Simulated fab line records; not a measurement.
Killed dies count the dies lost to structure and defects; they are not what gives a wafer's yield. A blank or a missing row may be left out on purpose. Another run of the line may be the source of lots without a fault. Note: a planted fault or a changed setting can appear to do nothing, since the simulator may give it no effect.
8D (eight disciplines) problem report, filled in by code || flow nandHarc || the parts of the form that need people (team, actions taken, sign-off) are left out

1. THE ISSUE
Mean of rawDefectCount at NHARC_A_CHANNEL_HOLE_D1_INSPECT_40: 390 across 6 wafers in 2 lots; on wafers with no fault it is 56 (standard deviation 16). That puts it +21 standard deviations away from the usual mean.
Seen first at day 10 05:24 on defectInspect-01, wafer L434.2. The record has a number at this step for 33 wafers belonging to 11 lots. The rule behind "out" and "out of limits": a value lying over 4 standard deviations away from the usual mean. Any other wafer with a number is counted as sound.

2. WHAT IT IS, AND WHAT IT ISN'T
{"question": "which readings at this step", "is": "rawDefectCount", "is not": "-"}
{"question": "which lots", "is": "L434, L438", "is not": "L430, L431, L433, L440, L446, L448, L449, L451, L452"}
{"question": "which wafers of those lots", "is": "all that have a number", "is not": "-"}
{"question": "read on which gauges", "is": "defectInspect-01, defectInspect-02", "is not": "-"}
{"question": "when", "is": "from day 10 05:24", "is not": "up to then (9 sound wafers); but 18 sound wafers of L440, L446, L448, L449, L451, L452 came after"}

3. THE SUSPECTS, EACH WITH WHAT RULES IT OUT
Counting: a tool at any process step up to the reading remains a suspect when it ran all the lots that are out and ran no sound lot after the first of those.
- the gauge at NHARC_A_CHANNEL_HOLE_D1_INSPECT_40 has been ruled out. Those wafers that are out were read across 2 gauges (defectInspect-01, defectInspect-02).
- rieDiel-10 at NHARC_A_CHANNEL_HOLE_D1_ETCH_39 (etches the open film in N2/H2, target depth 260 nm, time 325 s): ruled out as a lasting fault. Following L434 (day 10 00:08), the first lot on it that is out, the sound lots L440, L448, L449, L452 were run on it. NHARC_A_CHANNEL_HOLE_D1_ETCH_39 gives no start for some lots, so the hours and the order of its lots are those of NHARC_A_CHANNEL_HOLE_D1_ETCH_21.
- harEtch-02 at NHARC_A_CHANNEL_HOLE_D1_ETCH_21 (etches the open film in C4F8/O2/Ar, time 514.3 s, target depth 1600 nm): ruled out as a lasting fault. Following L434 (day 10 00:08), the first lot on it that is out, the sound lots L451 were run on it.
Left after counting: nothing in the record.

4. THE CAUSE (what the simulator had put in)
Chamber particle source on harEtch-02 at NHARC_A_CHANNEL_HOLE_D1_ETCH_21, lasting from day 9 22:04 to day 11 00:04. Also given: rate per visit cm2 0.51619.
The count ruled it out by mistake, since the rule takes a fault to strike every lot its tool runs from the start of the fault on, and this one did not do so.

5. THE EFFECT CHAIN, in route order
Each row: a reading where the mean over the struck wafers with a number is more than 3 standard deviations away from the usual. Only readings whose record carries a usual standard deviation are examined. hours: median over the lots of the time between each lot's start at the first step of this table that gives one and its start at this step. sigmas: the change, counted in usual standard deviations.
{"hours": 0, "step": "NHARC_A_CHANNEL_HOLE_D1_INSPECT_40", "reading": "rawDefectCount", "usual": 56, "on struck wafers": 390, "change": "+334", "sigmas": "+21"}
{"hours": 274, "step": "NHARC_END_SORT_01", "reading": "killedAtArray", "usual": 29, "on struck wafers": 88, "change": "+59", "sigmas": "+6.3"}
{"hours": 274, "step": "NHARC_END_SORT_01", "reading": "killedDies", "usual": 32, "on struck wafers": 90, "change": "+58", "sigmas": "+6.5"}

6. WHAT WOULD HAVE CAUGHT IT SOONER
The first out-of-limits reading at a measuring or inspecting step in this record came at day 10 05:24, 7 hours after the fault's start at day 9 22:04.
Of the tool readings at NHARC_A_CHANNEL_HOLE_D1_ETCH_21 for which the record gives a usual standard deviation, none was out on any struck wafer, so an alarm limit of 4 standard deviations on them would not have fired.
